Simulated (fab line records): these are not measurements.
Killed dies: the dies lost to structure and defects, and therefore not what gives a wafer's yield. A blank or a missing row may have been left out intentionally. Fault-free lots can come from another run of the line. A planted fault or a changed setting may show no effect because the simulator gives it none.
The tool behind it: which one?    flow n5Finfet    72 wafers from 24 lots sampled at 6 of the route's 1938 steps

WHAT EACH GAUGE READ, for each wafer
N5_BEOL_M6_THK_MEAS_53: measures by xrf. Usual: M6_THK typically reads 79.0 nm, with standard deviation 2.6.
lot   measured      on            M6_THK (nm)     flag
L075  day 10 08:55  filmMetro-01  77.6 75.4 76.2  
L074  day 10 08:59  filmMetro-01  76.4 79.2 76.1  
L078  day 10 12:50  filmMetro-02  80.6 76.2 78.9  
L077  day 10 17:35  filmMetro-02  75.5 80.3 75.0  
L076  day 11 00:48  filmMetro-01  80.9 82.7 82.0  
L080  day 11 05:10  filmMetro-01  74.9 76.8 78.9  
L079  day 11 07:01  filmMetro-01  81.4 74.2 82.2  
L081  day 11 17:39  filmMetro-01  76.1 77.7 76.1  
L082  day 12 00:40  filmMetro-02  79.5 78.7 79.0  
L083  day 12 08:54  filmMetro-01  77.9 74.8 77.6  
L085  day 12 12:08  filmMetro-02  76.8 73.5 76.7  
L086  day 12 17:20  filmMetro-01  77.8 78.3 79.6  
L084  day 12 17:37  filmMetro-02  81.6 80.6 79.7  
L087  day 13 06:52  filmMetro-02  78.4 83.1 75.9  
L088  day 13 16:33  filmMetro-02  80.4 74.8 75.4  
L089  day 14 03:37  filmMetro-01  80.6 78.5 79.4  
L090  day 14 06:08  filmMetro-01  79.8 78.9 82.5  
L091  day 14 06:41  filmMetro-01  79.3 84.1 80.9  
L093  day 14 07:36  filmMetro-02  80.7 80.0 82.9  
L092  day 14 12:51  filmMetro-02  80.7 77.6 79.3  
L094  day 15 18:53  filmMetro-02  78.1 76.7 76.7  
L096  day 15 19:26  filmMetro-02  79.7 83.4 79.8  
L095  day 15 20:56  filmMetro-01  78.1 79.4 78.2  
L097  day 16 00:20  filmMetro-01  83.3 79.1 81.6  

N5_BEOL_M7_OVL_MEAS_12. Usual: M7_OVL typically reads 0.1 nm, with standard deviation 0.88.
lot   measured      on          M7_OVL (nm)     flag
L075  day 10 11:16  overlay-02  0.1 1.3 1.3     
L074  day 10 11:17  overlay-01  0.0 1.2 -0.2    
L078  day 10 16:02  overlay-02  -0.3 0.0 0.3    
L077  day 10 20:30  overlay-02  -0.6 0.2 -0.3   
L076  day 11 03:55  overlay-02  0.2 0.0 -0.3    
L080  day 11 08:27  overlay-02  0.8 -0.3 0.1    
L079  day 11 09:19  overlay-01  0.5 0.8 1.2     
L081  day 11 20:41  overlay-02  -0.7 0.7 0.8    
L082  day 12 02:37  overlay-01  0.6 0.5 0.3     
L083  day 12 10:32  overlay-01  -0.9 -1.1 -0.3  
L085  day 12 14:40  overlay-01  1.0 -0.8 0.3    
L086  day 12 19:32  overlay-02  1.0 1.8 0.7     
L084  day 12 20:50  overlay-01  1.0 -0.5 0.2    
L087  day 13 08:41  overlay-01  -0.8 0.5 0.2    
L088  day 13 18:36  overlay-02  -1.2 0.1 -1.0   
L089  day 14 06:01  overlay-01  -0.9 0.3 0.0    
L090  day 14 09:08  overlay-01  -0.5 1.2 0.3    
L091  day 14 09:26  overlay-02  0.6 -0.6 -0.1   
L093  day 14 09:55  overlay-02  -1.6 -1.9 -1.9  
L092  day 14 14:20  overlay-02  0.7 0.5 0.6     
L094  day 15 20:18  overlay-02  -1.3 -0.1 -0.1  
L096  day 15 21:09  overlay-01  -0.2 0.1 -0.2   
L095  day 15 23:50  overlay-02  1.2 -1.0 0.3    
L097  day 16 02:14  overlay-01  -0.5 -0.2 -1.1  

N5_BEOL_M7_OVL_MEAS_29. Usual: V6_OVL typically reads 0.2 nm, with standard deviation 0.68.
lot   measured      on          V6_OVL (nm)     flag
L075  day 10 12:22  overlay-02  1.3 0.5 1.2     
L074  day 10 12:20  overlay-01  0.1 0.2 -1.2    
L078  day 10 19:39  overlay-02  2.1 1.7 0.2     
L077  day 10 21:37  overlay-02  -0.4 -0.1 -0.7  
L076  day 11 06:15  overlay-01  0.6 -0.3 0.4    
L080  day 11 11:36  overlay-01  0.7 0.7 1.1     
L079  day 11 11:26  overlay-02  -0.8 0.3 -0.5   
L081  day 11 21:44  overlay-01  -0.8 -1.5 -1.8  
L082  day 12 05:45  overlay-01  0.0 0.5 -0.5    
L083  day 12 12:56  overlay-01  0.3 0.1 -0.1    
L085  day 12 15:40  overlay-01  -0.8 0.1 -0.1   
L086  day 12 20:40  overlay-01  0.8 -0.2 -0.3   
L084  day 12 23:04  overlay-01  -0.2 1.9 0.6    
L087  day 13 10:51  overlay-02  -0.3 -0.8 0.0   
L088  day 13 22:55  overlay-02  0.4 -0.1 0.3    
L089  day 14 08:29  overlay-01  1.2 1.4 0.9     
L090  day 14 10:11  overlay-02  0.1 -0.3 0.2    
L091  day 14 10:26  overlay-02  -0.7 -0.1 -0.3  
L093  day 14 10:50  overlay-02  0.2 -0.2 -0.6   
L092  day 14 17:33  overlay-02  1.3 0.0 0.3     
L094  day 15 21:37  overlay-02  -0.1 0.7 0.7    
L096  day 15 23:22  overlay-02  -0.2 0.2 0.1    
L095  day 16 00:55  overlay-02  0.4 -0.2 1.0    
L097  day 16 04:10  overlay-02  0.0 0.8 0.7     

N5_BEOL_M7_INSPECT_30: inspects for defects (brightfield). Usual: 430 for rawDefectCount, sd 81.
lot   measured      on                rawDefectCount  flag
L075  day 10 12:25  defectInspect-01  350 755 371     
L074  day 10 12:23  defectInspect-01  372 391 291     
L078  day 10 19:43  defectInspect-01  483 369 469     
L077  day 10 21:40  defectInspect-02  515 373 362     
L076  day 11 06:18  defectInspect-02  420 460 467     
L080  day 11 11:40  defectInspect-01  438 405 496     
L079  day 11 11:29  defectInspect-02  501 480 402     
L081  day 11 21:47  defectInspect-01  459 493 390     
L082  day 12 05:48  defectInspect-02  497 389 439     
L083  day 12 12:59  defectInspect-02  355 436 404     
L085  day 12 15:43  defectInspect-01  411 349 334     
L086  day 12 20:43  defectInspect-01  452 340 352     
L084  day 12 23:08  defectInspect-02  291 465 526     
L087  day 13 10:53  defectInspect-02  355 447 322     
L088  day 13 22:58  defectInspect-02  474 379 588     
L089  day 14 08:33  defectInspect-02  425 390 452     
L090  day 14 10:14  defectInspect-01  368 342 393     
L091  day 14 10:30  defectInspect-01  546 496 540     
L093  day 14 10:53  defectInspect-02  387 363 357     
L092  day 14 17:36  defectInspect-02  463 371 339     
L094  day 15 21:41  defectInspect-02  304 494 384     
L096  day 15 23:26  defectInspect-01  448 458 568     
L095  day 16 00:59  defectInspect-01  564 504 541     
L097  day 16 04:13  defectInspect-02  562 438 428     

WHAT TOOL EACH LOT RAN ON (gives the tool, then ch and the chambers of the sampled wafers, and finally the start)
lot   N5_BEOL_M6_PRE_CLEAN_45      N5_BEOL_M6_CMP_52
L075  pvdSputter-03, day 10 06:58  cmp-03 ch 0,2,3, day 10 08:38
L074  pvdSputter-03, day 10 07:03  cmp-02 ch 0,1,2, day 10 08:48
L078  pvdSputter-01, day 10 11:01  cmp-02 ch 0,1,3, day 10 12:37
L077  pvdSputter-02, day 10 16:13  cmp-03 ch 0,1,2, day 10 17:22
L076  pvdSputter-02, day 10 23:02  cmp-02 ch 0,2,3, day 11 00:30
L080  pvdSputter-01, day 11 03:32  cmp-02 ch 0,2,3, day 11 04:57
L079  pvdSputter-03, day 11 03:38  cmp-04 ch 0,2, day 11 06:43
L081  pvdSputter-03, day 11 16:14  cmp-03 ch 1,2,3, day 11 17:28
L082  pvdSputter-02, day 11 21:31  cmp-03 ch 0,2,3, day 12 00:27
L083  pvdSputter-01, day 12 07:10  cmp-04 ch 0,1,3, day 12 08:38
L085  pvdSputter-02, day 12 10:18  cmp-02 ch 0,2,3, day 12 11:57
L086  pvdSputter-03, day 12 14:58  cmp-04 ch 0,1,3, day 12 17:09
L084  pvdSputter-03, day 12 15:03  cmp-03 ch 0,2,3, day 12 17:22
L087  pvdSputter-02, day 13 05:08  cmp-04 ch 1,2,3, day 13 06:38
L088  pvdSputter-03, day 13 12:06  cmp-04 ch 0,2,3, day 13 16:15
L089  pvdSputter-02, day 13 23:05  cmp-04 ch 0,1,3, day 14 03:23
L090  pvdSputter-02, day 14 01:32  cmp-02 ch 0,1,3, day 14 05:55
L091  pvdSputter-03, day 14 02:29  cmp-03 ch 0,2,3, day 14 06:23
L093  pvdSputter-02, day 14 05:38  cmp-02 ch 0,1,3, day 14 07:20
L092  pvdSputter-01, day 14 11:03  cmp-03 ch 1,2,3, day 14 12:34
L094  pvdSputter-03, day 15 17:02  cmp-03 ch 1,2, day 15 18:35
L096  pvdSputter-03, day 15 17:29  cmp-04 ch 1,2,3, day 15 19:10
L095  pvdSputter-01, day 15 19:34  cmp-02 ch 0,3, day 15 20:40
L097  pvdSputter-03, day 15 21:50  cmp-04 ch 2,3, day 16 00:02
- N5_BEOL_M6_PRE_CLEAN_45: time 30 s.
- N5_BEOL_M6_CMP_52: polishes, stops on SiCOH lowk, t overpolish 6.9 s, target thk 80 nm.

AS READ BY THE TOOLS THEMSELVES (means over the sampled wafers that have a number; for cases with no such wafer, the mark the record gives instead)
N5_BEOL_M6_PRE_CLEAN_45. Usual: 344 W for heaterPowerW, sd 35.
lot   tool           heaterPowerW (W)  flag
L075  pvdSputter-03  348               
L074  pvdSputter-03  351               
L078  pvdSputter-01  335               
L077  pvdSputter-02  354               
L076  pvdSputter-02  359               
L080  pvdSputter-01  326               
L079  pvdSputter-03  313               
L081  pvdSputter-03  352               
L082  pvdSputter-02  327               
L083  pvdSputter-01  327               
L085  pvdSputter-02  387               
L086  pvdSputter-03  372               
L084  pvdSputter-03  352               
L087  pvdSputter-02  355               
L088  pvdSputter-03  348               
L089  pvdSputter-02  356               
L090  pvdSputter-02  374               
L091  pvdSputter-03  358               
L093  pvdSputter-02  336               
L092  pvdSputter-01  309               
L094  pvdSputter-03  341               
L096  pvdSputter-03  353               
L095  pvdSputter-01  314               
L097  pvdSputter-03  378               

N5_BEOL_M6_CMP_52. Usual: barrierFieldEndpointS 28.8 s, standard deviation 0.61; motorCurrentA 6.2 A, standard deviation 0.61; overpolishRunS 6.900 s, standard deviation 0.0091; retainingRingPressureFrac 0.999, standard deviation 0.005; timeToEndpointS 61.6 s, standard deviation 2.6.
lot   tool    barrierFieldEndpointS (s)  motorCurrentA (A)  overpolishRunS (s)  retainingRingPressureFrac  timeToEndpointS (s)  flag
L075  cmp-03  28.8                       6.2                6.899               1.004                      64.4                 
L074  cmp-02  29.0                       6.3                6.894               1.000                      61.6                 
L078  cmp-02  28.4                       6.7                6.908               1.003                      59.9                 
L077  cmp-03  29.1                       6.3                6.894               1.001                      61.0                 
L076  cmp-02  29.4                       6.6                6.894               0.999                      62.5                 
L080  cmp-02  28.4                       6.7                6.902               0.997                      60.0                 
L079  cmp-04  29.3                       5.3                6.897               1.001                      62.0                 
L081  cmp-03  29.1                       5.9                6.909               0.994                      62.1                 
L082  cmp-03  28.7                       6.4                6.903               1.000                      62.3                 
L083  cmp-04  28.5                       5.8                6.903               0.995                      62.7                 
L085  cmp-02  28.7                       6.7                6.906               0.997                      60.9                 
L086  cmp-04  29.3                       6.1                6.908               0.997                      63.1                 
L084  cmp-03  29.2                       6.5                6.900               0.995                      62.2                 
L087  cmp-04  28.6                       6.1                6.908               0.989                      60.3                 
L088  cmp-04  28.8                       5.6                6.893               0.996                      62.3                 
L089  cmp-04  29.0                       5.7                6.894               1.004                      59.0                 
L090  cmp-02  29.1                       6.7                6.902               1.004                      64.8                 
L091  cmp-03  28.3                       6.3                6.903               0.999                      59.6                 
L093  cmp-02  29.1                       6.7                6.895               0.997                      60.9                 
L092  cmp-03  28.0                       6.1                6.900               1.002                      58.7                 
L094  cmp-03  28.4                       6.2                6.906               0.997                      62.5                 
L096  cmp-04  28.5                       6.2                6.891               1.000                      59.9                 
L095  cmp-02  29.1                       7.0                6.894               0.998                      59.6                 
L097  cmp-04  28.9                       5.8                6.905               0.997                      63.2                 

THE ANSWER, worked out from the rows above alone
Rule: take the mean of a lot's wafers that have a number; if it is more than 3 standard deviations from the usual mean, the lot is off. A lot without any number at a reading at which 4 lots or more have one is off too. Where the step has rows for the other lots, those lots are counted as sound. Order of review: gauges by route order, followed by the tools' own readings, for which a lot's mean as printed above is used. At the first step where some lot is off, the reading lying furthest off is the one used; lots without a number count as furthest.
None of the lots is off at any reading shown; this tells nothing.

WHAT WAS PUT IN BY THE SIMULATOR
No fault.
